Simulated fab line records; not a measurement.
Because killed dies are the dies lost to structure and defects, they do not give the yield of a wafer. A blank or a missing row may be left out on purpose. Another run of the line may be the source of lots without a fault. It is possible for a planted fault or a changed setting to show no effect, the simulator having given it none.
fab line records    flow nandHarc
record: lots: 12  wafers: 36  lastDay: 33
route steps=1302 shown A_SGD_CUT@906 A_WL_FILL@952 END@1302
lots that met no fault: taken from a fault-free run of the same line
startH: start of the lot's first displayed wafer, in hours after the record's first day    waitH: hours from the lot's prior step to this one    " same as the row above    L1.1+2: a single row standing in for several wafers    - no value, or no start was given    * or withheld: withheld    < > ~ a bound
route shown NAME@n: names a module that has steps shown in the file, with the first one's number in the route    usual: average and standard deviation across the fault-free wafers    same: alike in all rows    chamber/n: place in a boat    sites: readings site by site    _std_site: standard deviation across them    _edge_site: mean of outer sites minus mean of inner sites    radiusMm: for every site, how far away it sits from the centre of the wafer    mask NAME#n: copy n    behind: tool/chamber where the wafer was last shaped    hold: why the lot went on hold/how many hours it stayed there/how the hold came to an end    device: names the non-switching transistor (n, p or np)    end of line: the route-end tests of the same wafers    where a step has no rows: the recipe by itself    killed: not the wafer's yield, but the dies lost to structure and defects at the first sort    map: per-die view of a wafer (x killed, . not killed, _ where there is no die)
set.NAME: setting as actually run; set.NAME@STEP: the setting as run at that earlier step    model.NAME: the simulator's own value behind a step, which no gauge read
route steps across a sampled set of lots; one table per step, one row per wafer
services: from which hour (startH, from the record's first day; less than 0 if before it) a tool's chamber was out of use, for how many hours, and why
== steps ==
step: NHARC_A_SGD_CUT_ETCH_59
recipe: targetDepthA: 2600  overEtchFrac: 0.25  timeS: 406.25  ionEnergyEv: 200  n2FlowSccm: 150  h2FlowSccm: 150  arFlowSccm: 0  rfW: 400  biasW: 150  chemistry: N2/H2
usual: drypumpMotorCurrentA: 5.9/0.52  mfcArSccm: 0.013/0.015  oesProductAu: 1.000/0.011  rfVppV: 430.8/2.7  showerheadPlenumPTorr: 2.05/0.09  throttleValvePct: 14.171/0.009
lot.wafer  tool        chamber  startH  waitH  drypumpMotorCurrentA  mfcArSccm  oesProductAu  rfHoursCounterH  rfVppV  showerheadPlenumPTorr  throttleValvePct
L793.1     rieDiel-01  2        -       -      5.2                   0.021      1.001         6                427.5   1.92                   14.160
L793.2     "           1        "       "      6.5                   0.011      0.992         6                426.8   1.93                   14.175
L793.6     "           3        "       "      5.3                   0          1.000         -                432.5   2.09                   14.178
L795.1     rieDiel-01  1        -       -      6.5                   0.011      1.010         7                428.6   1.93                   14.181
L795.2     "           3        "       "      5.3                   0          1.016         7                432.3   2.09                   14.163
L795.3     "           0        "       "      5.6                   0.008      1.013         6                430.9   2.03                   14.170
L792.4     rieDiel-01  2        -       -      5.2                   0.021      1.002         8                428.7   1.92                   14.172
L792.3     "           3        "       "      5.2                   0          1.007         7                430.5   2.09                   14.156
L792.5     "           2        "       "      5.2                   0.021      1.005         -                426.8   1.92                   14.173
L797.2     rieDiel-09  2        -       -      5.3                   0.009      1.007         9                427.1   1.93                   14.144
L797.3     "           3        "       "      6.3                   0          0.993         10               430.2   2.00                   14.167
L797.5     "           0        "       "      6.5                   0          0.993         -                434.1   2.18                   14.177
L798.4     rieDiel-10  3        -       -      5.6                   0.000      1.002         3                432.9   2.17                   14.184
L798.3     "           0        "       "      5.2                   0.025      1.006         3                433.9   2.14                   14.163
L798.2     "           1        "       "      6.5                   0.036      1.009         3                428.7   1.97                   14.167
L801.1     rieDiel-01  0        -       -      5.7                   0.008      0.997         10               429.7   2.03                   14.165
L801.3     "           1        "       "      6.5                   0.011      0.994         11               426.6   1.93                   14.181
L801.6     "           3        "       "      5.3                   0          0.998         -                431.6   2.09                   14.177
L800.1     rieDiel-09  2        -       -      5.2                   0.009      1.005         1                428.0   1.93                   14.186
L800.3     "           3        "       "      6.3                   0          1.008         1                430.2   2.00                   14.176
L800.5     "           3        "       "      6.3                   0          1.004         -                430.3   2.00                   14.171
L803.1     rieDiel-10  0        -       -      5.2                   0.025      0.981         7                434.4   2.14                   14.172
L803.2     "           3        "       "      5.6                   0.000      0.993         7                434.7   2.17                   14.170
L803.5     "           0        "       "      5.2                   0.025      0.992         -                433.3   2.14                   14.157
L802.3     rieDiel-10  1        -       -      6.5                   0.036      1.009         8                428.5   1.97                   14.172
L802.2     "           2        "       "      5.9                   0          0.976         8                431.8   2.08                   14.181
L802.1     "           3        "       "      5.6                   0.000      0.998         8                433.6   2.16                   14.175
L804.3     rieDiel-09  2        -       -      5.3                   0.009      0.989         2                426.0   1.93                   14.183
L804.2     "           0        "       "      6.5                   0          1.005         2                434.3   2.17                   14.163
L804.5     "           2        "       "      5.3                   0.009      0.995         -                427.5   1.93                   14.188
L805.2     rieDiel-10  2        -       -      5.9                   0          0.984         10               431.8   2.08                   14.180
L805.5     "           3        "       "      5.6                   0.000      1.000         -                435.1   2.16                   14.165
L805.6     "           0        "       "      5.3                   0.025      1.006         -                433.5   2.14                   14.175
L812.4     rieDiel-10  1        -       -      6.5                   0.036      0.986         2                428.7   1.97                   14.195
L812.3     "           2        "       "      5.9                   0          0.977         2                432.8   2.08                   14.168
L812.1     "           3        "       "      5.6                   0.000      0.996         2                433.3   2.16                   14.175
step: NHARC_A_SGD_CUT_ETCH_16
recipe: targetDepthA: 3105  timeS: 155.2  c4f8FlowSccm: withheld  o2FlowSccm: 8  arFlowSccm: withheld  rfW: 600  biasW: 800  chemistry: C4F8/O2/Ar
usual: oesProductAu: 0.971/0.015  rfVppV: 723/4.2
lot.wafer  tool        chamber  startH  waitH  oesProductAu  rfHoursCounterH  rfVppV
L793.2     rieDiel-01  3        -       -      0.968         6                726
L793.1     "           2        "       "      0.975         6                718
L793.6     "           0        "       "      0.964         -                722
L795.1     rieDiel-01  1        -       -      0.965         7                720
L795.3     "           2        "       "      0.987         8                718
L795.2     "           3        "       "      1.001         7                726
L792.4     rieDiel-01  1        -       -      0.975         8                717
L792.3     "           2        "       "      0.971         8                717
L792.5     "           0        "       "      0.990         -                722
L798.3     rieDiel-10  2        -       -      0.960         4                725
L798.2     "           0        "       "      0.992         3                728
L798.4     "           1        "       "      0.975         3                719
L797.2     rieDiel-09  0        -       -      0.969         8                730
L797.3     "           2        "       "      0.985         9                717
L797.5     "           3        "       "      0.968         -                722
L801.3     rieDiel-01  0        -       -      0.978         10               722
L801.1     "           2        "       "      0.973         13               718
L801.6     "           1        "       "      0.966         -                718
L800.1     rieDiel-09  2        -       -      0.977         1                718
L800.3     "           3        "       "      0.981         1                720
L800.5     "           0        "       "      0.983         -                728
L803.2     rieDiel-10  3        -       -      0.976         7                729
L803.1     "           0        "       "      0.981         7                727
L803.5     "           3        "       "      0.974         -                730
L802.2     rieDiel-10  0        -       -      0.948         8                727
L802.1     "           2        "       "      0.947         8                724
L802.3     "           3        "       "      0.960         8                731
L804.3     rieDiel-09  0        -       -      0.975         2                728
L804.2     "           2        "       "      0.954         2                717
L804.5     "           0        "       "      0.958         -                729
L805.2     rieDiel-10  1        -       -      0.956         10               720
L805.5     "           1        "       "      0.959         -                720
L805.6     "           2        "       "      0.931         -                725
L812.4     rieDiel-10  0        -       -      0.974         2                727
L812.1     "           2        "       "      0.959         2                726
L812.3     "           3        "       "      0.960         2                730
step: NHARC_A_SGD_CUT_THK_MEAS_22
recipe: thkMeasGauge: ellipsometry
usual: thkNm: 148.0/1.6
lot.wafer  tool          chamber  startH  waitH  thkNm
L793.1     filmMetro-01  -        448.14  0.2    148.9
L793.2     "             -        "       "      147.8
L793.6     "             -        "       "      145.4
L795.1     filmMetro-01  -        461.00  0.2    148.2
L795.2     "             -        "       "      150.2
L795.3     "             -        "       "      146.1
L792.3     filmMetro-01  -        461.16  0.2    149.0
L792.4     "             -        "       "      146.9
L792.5     "             -        "       "      144.2
L798.2     filmMetro-01  -        494.67  0.2    148.8
L798.3     "             -        "       "      149.1
L798.4     "             -        "       "      150.0
L797.2     filmMetro-01  -        494.69  0.2    144.9
L797.3     "             -        "       "      146.1
L797.5     "             -        "       "      149.1
L801.1     filmMetro-02  -        522.69  0.2    144.9
L801.3     "             -        "       "      146.9
L801.6     "             -        "       "      145.3
L800.1     filmMetro-01  -        522.69  0.2    148.8
L800.3     "             -        "       "      148.3
L800.5     "             -        "       "      149.0
L803.1     filmMetro-01  -        551.72  0.2    150.0
L803.2     "             -        "       "      150.8
L803.5     "             -        "       "      149.1
L802.1     filmMetro-01  -        563.47  0.2    147.9
L802.2     "             -        "       "      147.4
L802.3     "             -        "       "      147.3
L804.2     filmMetro-02  -        563.47  0.2    149.6
L804.3     "             -        "       "      148.8
L804.5     "             -        "       "      149.3
L805.2     filmMetro-01  -        593.98  0.2    148.8
L805.5     "             -        "       "      147.5
L805.6     "             -        "       "      149.4
L812.1     filmMetro-02  -        664.84  0.2    149.5
L812.3     "             -        "       "      146.7
L812.4     "             -        "       "      149.0
step: NHARC_A_WL_FILL_ALD_00
recipe: targetThkA: 30  pulseTimeS: 3  aldCycles: 30  tempC: 300  material: Al2O3
usual: aldCycles: 30/0  heaterPowerW: 471/33  precursorPulseHeightRel: 0.998/0.019
lot.wafer  tool      chamber  startH  waitH  aldCycles  heaterPowerW  precursorPulseHeightRel
L793.2     aldHk-04  3        467.75  0.1    30         500           1.005
L793.1     "         0        "       "      30         459           1.005
L793.6     "         3        "       "      30         490           0.993
L795.3     aldHk-02  0        479.56  0.1    30         507           0.971
L795.1     "         1        "       "      30         424           0.965
L795.2     "         2        "       "      30         505           0.989
L792.3     aldHk-04  3        483.59  0.4    30         484           1.001
L792.4     "         2        "       "      30         492           0.968
L792.5     "         3        "       "      30         482           0.989
L797.2     aldHk-02  3        513.57  0.1    30         444           1.003
L797.3     "         2        "       "      30         489           0.998
L797.5     "         3        "       "      30         438           1.020
L798.3     aldHk-02  1        517.41  0.1    30         417           0.982
L798.4     "         2        "       "      30         485           0.982
L798.2     "         0        "       "      30         516           0.994
L801.3     aldHk-02  0        545.21  0.1    30         484           0.963
L801.1     "         2        "       "      30         476           0.993
L801.6     "         0        "       "      30         478           0.988
L800.3     aldHk-04  2        545.24  0.1    30         498           1.015
L800.1     "         0        "       "      30         463           1.001
L800.5     "         1        "       "      30         450           0.974
L803.2     aldHk-02  2        570.18  0.1    30         478           1.022
L803.1     "         3        "       "      30         426           0.977
L803.5     "         2        "       "      30         485           1.015
L804.2     aldHk-04  0        582.87  0.1    30         457           0.945
L804.3     "         1        "       "      30         458           1.002
L804.5     "         1        "       "      30         468           0.980
L802.2     aldHk-01  1        582.88  0.1    30         542           0.998
L802.3     "         2        "       "      30         505           1.008
L802.1     "         0        "       "      30         494           0.975
L805.2     aldHk-01  2        615.14  0.1    30         510           1.032
L805.6     "         2        "       "      30         510           1.004
L805.5     "         3        "       "      30         433           0.973
L812.1     aldHk-02  3        689.92  0.1    30         434           1.019
L812.3     "         1        "       "      30         423           0.986
L812.4     "         2        "       "      25         477           1.001
step: NHARC_END_SORT_01
recipe: tempC: 25
usual: killedAtArray: 49/19  killedAtOther: 0.9/1.1  killedAtPeriphery: 4.0/2.7  killedDies: 54/19  killedOpen: 3.3/1.8  killedShort: 2.6/1.6
same: grossDies: 677
lot.wafer  tool       chamber  startH  waitH  killedAtArray  killedAtOther  killedAtPeriphery  killedDies  killedOpen  killedShort
L812.3     prober-02  0        788.65  3.1    56             0              1                  57          3           2
L812.4     prober-02  0        789.44  3.4    41             0              5                  46          4           2
killed by level:class
L812.3 A_CHANNEL_HOLE_D2:chamberFilmFlake=30 A_SLIT:chamberFilmFlake=9 A_CONTACT:chamberFilmFlake=7 A_CHANNEL_HOLE_D1:chamberFilmFlake=2 A_STAIRCASE:chamberFilmFlake=2 A_CHANNEL_FILL_D1:geometricParticle:short=1 A_CHANNEL_FILL_D1:geometricParticle:open=1 A_CHANNEL_HOLE_D2:geometricParticle:open=1
L812.4 A_CHANNEL_HOLE_D2:chamberFilmFlake=15 A_SLIT:chamberFilmFlake=13 A_CONTACT:chamberFilmFlake=5 P_GATE:chamberFilmFlake=2 A_CHANNEL_HOLE_D1:chamberFilmFlake=2 A_STAIRCASE:chamberFilmFlake=2 P_GATE:geometricParticle:open=1 P_GATE:geometricParticle:short=1
== services ==
tool        chamber  startH  hours  kind
rieDiel-10  -        419.52  9.0    pm
rieDiel-10  0        419.52  9.0    ventCycle
rieDiel-10  1        419.52  9.0    ventCycle
rieDiel-10  2        419.52  9.0    ventCycle
rieDiel-10  3        419.52  9.0    ventCycle
rieDiel-09  -        428.97  3.9    repair
rieDiel-01  2        440.25  1.5    repair
rieDiel-09  1        443.74  14.0   repair
aldHk-01    -        476.39  10.0   pm
rieDiel-09  -        497.10  9.0    pm
rieDiel-01  1        500.68  4.1    repair
rieDiel-09  1        515.45  2.2    repair
rieDiel-01  1        520.40  1.4    repair
rieDiel-09  1        541.57  7.5    repair
rieDiel-01  -        557.84  9.0    pm
rieDiel-10  2        570.54  2.1    repair
rieDiel-10  -        596.52  9.0    pm
rieDiel-01  1        610.30  6.6    repair
rieDiel-09  2        611.45  1.7    repair
aldHk-04    -        612.71  10.0   pm
aldHk-01    -        654.39  10.0   pm
rieDiel-09  -        674.10  9.0    pm
rieDiel-09  0        683.78  7.6    repair
rieDiel-01  2        689.45  3.2    repair
== key ==
firstSign: step: NHARC_A_WL_FILL_ALD_00  reading: aldCycles  direction: down  sigmas: 99+  usual: 30  struck: 25
effect none on later readings
metAt NHARC_A_WL_FILL_ALD_00
struckLots L812
struckWafers L812.4
testerLeftOut L812
notActingAt NHARC_A_SGD_CUT_ETCH_59,NHARC_A_SGD_CUT_ETCH_16,NHARC_A_SGD_CUT_THK_MEAS_22
onsetBetween 570.18 689.92
fault: kind: processParameterDrift  tool: aldHk-02  chamber: -  onsetH: 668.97  steps: NHARC_A_WL_FILL_ALD_00  channel: aldCycles  offset: -5  shape: step  endH: 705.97  scope: struckWafersOnly  actsIn: theseRecipesOnly  stated: 30
testerLeftOut: of these lots the tester's yield and bins aren't shown, on N5 and GAA mostly nor the transistor test; their killed dies are dies lost to structure and defects alone, not to doping, threshold or leakage, so they don't give the yield
